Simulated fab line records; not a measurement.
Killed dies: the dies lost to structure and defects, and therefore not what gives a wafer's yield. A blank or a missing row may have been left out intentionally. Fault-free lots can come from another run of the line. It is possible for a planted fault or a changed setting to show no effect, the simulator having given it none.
Which tool did it? || flow n5 finfet || Sampling: 12 lots, 36 wafers, 6 of 1938 route steps

== WHAT THE GAUGES READ, wafer by wafer ==
N5_MIM_TOP_LITHO_CD_MEAS_08: the cd target is 2000 nm.
{"lot": "L075", "measured": "day 11 16:26", "on": "cd sem-01", "cd nm (nm)": "1995.1 1997.8 1997.2"}
{"lot": "L076", "measured": "day 12 14:25", "on": "cd sem-01", "cd nm (nm)": "1999.8 1999.7 1992.7"}
{"lot": "L078", "measured": "day 12 18:15", "on": "cd sem-03", "cd nm (nm)": "2000.7 1996.5 2001.0"}
{"lot": "L083", "measured": "day 13 14:00", "on": "cd sem-02", "cd nm (nm)": "1997.1 1994.0 1997.7"}
{"lot": "L082", "measured": "day 14 04:31", "on": "cd sem-01", "cd nm (nm)": "1994.9 1991.3 1997.3"}
{"lot": "L085", "measured": "day 14 20:26", "on": "cd sem-03", "cd nm (nm)": "1997.4 1990.5 1997.8"}
{"lot": "L089", "measured": "day 15 10:19", "on": "cd sem-01", "cd nm (nm)": "1996.1 1995.3 1997.5"}
{"lot": "L088", "measured": "day 15 16:46", "on": "cd sem-02", "cd nm (nm)": "1999.1 1997.8 1999.2"}
{"lot": "L091", "measured": "day 16 18:43", "on": "cd sem-01", "cd nm (nm)": "1996.7 1995.0 1996.7"}
{"lot": "L093", "measured": "day 17 23:34", "on": "cd sem-01", "cd nm (nm)": "1995.3 1997.0 1997.5"}
{"lot": "L092", "measured": "day 17 14:31", "on": "cd sem-01", "cd nm (nm)": "1996.8 1999.2 1995.0"}
{"lot": "L097", "measured": "day 18 15:22", "on": "cd sem-02", "cd nm (nm)": "1998.4 2000.1 2002.6"}

== TOOL THAT RAN EACH LOT (tool first, then ch and the chambers of the sampled wafers, then the start) ==
{"lot": "L075", "N5_BEOL_M14_STRIP_63": "rie diel-05 ch 1,3, day 11 07:40 or earlier", "N5_BEOL_M14_ETCH_38": "rie diel-02 ch 1,2,3, day 11 07:40 or earlier", "N5_BEOL_M15_DESCUM_15": "rie diel-06 ch 1,3, day 11 07:40", "N5_BEOL_M15_STRIP_37": "rie diel-06 ch 1,3, day 11 10:33 or earlier", "N5_BEOL_M15_SPUTTER_43": "pvd sputter-01, day 11 10:33"}
{"lot": "L076", "N5_BEOL_M14_STRIP_63": "rie diel-02 ch 1,2,3, day 12 01:20 or earlier", "N5_BEOL_M14_ETCH_38": "rie diel-05 ch 0,1, day 12 01:20 or earlier", "N5_BEOL_M15_DESCUM_15": "rie diel-04 ch 1,3, day 12 01:20", "N5_BEOL_M15_STRIP_37": "rie diel-06 ch 0,2,3, day 12 10:14 or earlier", "N5_BEOL_M15_SPUTTER_43": "pvd sputter-02, day 12 10:14"}
{"lot": "L078", "N5_BEOL_M14_STRIP_63": "rie diel-05 ch 0,2, day 12 09:17 or earlier", "N5_BEOL_M14_ETCH_38": "rie diel-05 ch 0,3, day 12 09:17 or earlier", "N5_BEOL_M15_DESCUM_15": "rie diel-06 ch 0,1,2, day 12 09:17", "N5_BEOL_M15_STRIP_37": "rie diel-03 ch 0,3, day 12 13:28 or earlier", "N5_BEOL_M15_SPUTTER_43": "pvd sputter-02, day 12 13:28"}
{"lot": "L083", "N5_BEOL_M14_STRIP_63": "rie diel-01 ch 0,2,3, day 13 03:58 or earlier", "N5_BEOL_M14_ETCH_38": "rie diel-05 ch 0,1,2, day 13 03:58 or earlier", "N5_BEOL_M15_DESCUM_15": "rie diel-06 ch 1,2,3, day 13 03:58", "N5_BEOL_M15_STRIP_37": "rie diel-03 ch 0,1,3, day 13 08:31 or earlier", "N5_BEOL_M15_SPUTTER_43": "pvd sputter-03, day 13 08:31"}
{"lot": "L082", "N5_BEOL_M14_STRIP_63": "rie diel-01 ch 2,3, day 13 20:42 or earlier", "N5_BEOL_M14_ETCH_38": "rie diel-01 ch 0,2,3, day 13 20:42 or earlier", "N5_BEOL_M15_DESCUM_15": "rie diel-06 ch 0,1,3, day 13 20:42", "N5_BEOL_M15_STRIP_37": "rie diel-03 ch 0,1, day 14 00:52 or earlier", "N5_BEOL_M15_SPUTTER_43": "pvd sputter-01, day 14 00:52"}
{"lot": "L085", "N5_BEOL_M14_STRIP_63": "rie diel-01 ch 0,2,3, day 14 11:53 or earlier", "N5_BEOL_M14_ETCH_38": "rie diel-02 ch 0,1,3, day 14 11:53 or earlier", "N5_BEOL_M15_DESCUM_15": "rie diel-03 ch 1,2,3, day 14 11:53", "N5_BEOL_M15_STRIP_37": "rie diel-03 ch 0,2,3, day 14 14:41 or earlier", "N5_BEOL_M15_SPUTTER_43": "pvd sputter-01, day 14 14:41"}
{"lot": "L089", "N5_BEOL_M14_STRIP_63": "rie diel-02 ch 0,2, day 15 01:56 or earlier", "N5_BEOL_M14_ETCH_38": "rie diel-01 ch 0,1,2, day 15 01:56 or earlier", "N5_BEOL_M15_DESCUM_15": "rie diel-03 ch 0,1, day 15 01:56", "N5_BEOL_M15_STRIP_37": "rie diel-03 ch 0,1,2, day 15 06:25 or earlier", "N5_BEOL_M15_SPUTTER_43": "pvd sputter-03, day 15 06:25"}
{"lot": "L088", "N5_BEOL_M14_STRIP_63": "rie diel-01 ch 0,1,2, day 15 08:31 or earlier", "N5_BEOL_M14_ETCH_38": "rie diel-02 ch 0,1,2, day 15 08:31 or earlier", "N5_BEOL_M15_DESCUM_15": "rie diel-04 ch 1,2, day 15 08:31", "N5_BEOL_M15_STRIP_37": "rie diel-04 ch 2,3, day 15 12:24 or earlier", "N5_BEOL_M15_SPUTTER_43": "pvd sputter-02, day 15 12:24"}
{"lot": "L091", "N5_BEOL_M14_STRIP_63": "rie diel-05 ch 0,3, day 16 08:00 or earlier", "N5_BEOL_M14_ETCH_38": "rie diel-02 ch 2,3, day 16 08:00 or earlier", "N5_BEOL_M15_DESCUM_15": "rie diel-04 ch 2,3, day 16 08:00", "N5_BEOL_M15_STRIP_37": "rie diel-06 ch 0,1, day 16 13:32 or earlier", "N5_BEOL_M15_SPUTTER_43": "pvd sputter-03, day 16 13:32"}
{"lot": "L093", "N5_BEOL_M14_STRIP_63": "rie diel-01 ch 1,2,3, day 17 10:55 or earlier", "N5_BEOL_M14_ETCH_38": "rie diel-02 ch 1,3, day 17 10:55 or earlier", "N5_BEOL_M15_DESCUM_15": "rie diel-06 ch 1,2, day 17 10:55", "N5_BEOL_M15_STRIP_37": "rie diel-03 ch 0,2,3, day 17 18:26 or earlier", "N5_BEOL_M15_SPUTTER_43": "pvd sputter-01, day 17 18:26"}
{"lot": "L092", "N5_BEOL_M14_STRIP_63": "rie diel-05 ch 0,1,3, day 17 06:50 or earlier", "N5_BEOL_M14_ETCH_38": "rie diel-02 ch 0,1,3, day 17 06:50 or earlier", "N5_BEOL_M15_DESCUM_15": "rie diel-06 ch 0,1,3, day 17 06:50", "N5_BEOL_M15_STRIP_37": "rie diel-06 ch 1,2,3, day 17 10:05 or earlier", "N5_BEOL_M15_SPUTTER_43": "pvd sputter-02, day 17 10:05"}
{"lot": "L097", "N5_BEOL_M14_STRIP_63": "rie diel-01 ch 0,1, day 18 08:06 or earlier", "N5_BEOL_M14_ETCH_38": "rie diel-02 ch 1,2, day 18 08:06 or earlier", "N5_BEOL_M15_DESCUM_15": "rie diel-04 ch 0,3, day 18 08:06", "N5_BEOL_M15_STRIP_37": "rie diel-03 ch 0,1,3, day 18 10:29 or earlier", "N5_BEOL_M15_SPUTTER_43": "pvd sputter-02, day 18 10:29"}
- N5_BEOL_M14_STRIP_63: strips in O2.
- N5_BEOL_M14_ETCH_38: etches SiCN in CF4/N2, target depth 106.5 nm, time 120.6 s.
- N5_BEOL_M15_DESCUM_15: chemistry O2, time 7.9 s.
- N5_BEOL_M15_STRIP_37: strips in O2.
- N5_BEOL_M15_SPUTTER_43: material TaN, target thk 15 nm, time 24.19 s.

== THE ANSWER, worked out from the rows above alone ==
Rule: the usual values come from the lots themselves. Put in order of their means at a reading, lots are off if they are a third of the lots or fewer, leave a main group of 4 or more, and stand apart from it by a gap of 3 or more times the standard deviation of the main group's means; of several such gaps the widest counts. A main group whose means are all the same, to the digits that the tables above print for the reading, isn't used. A lot without any number at a reading at which 4 lots or more have one is off too. The other lots that the step has rows for count as sound.
No lot is off on any of the readings shown, so nothing can be concluded from this.

== WHAT THE SIMULATOR PUT IN ==
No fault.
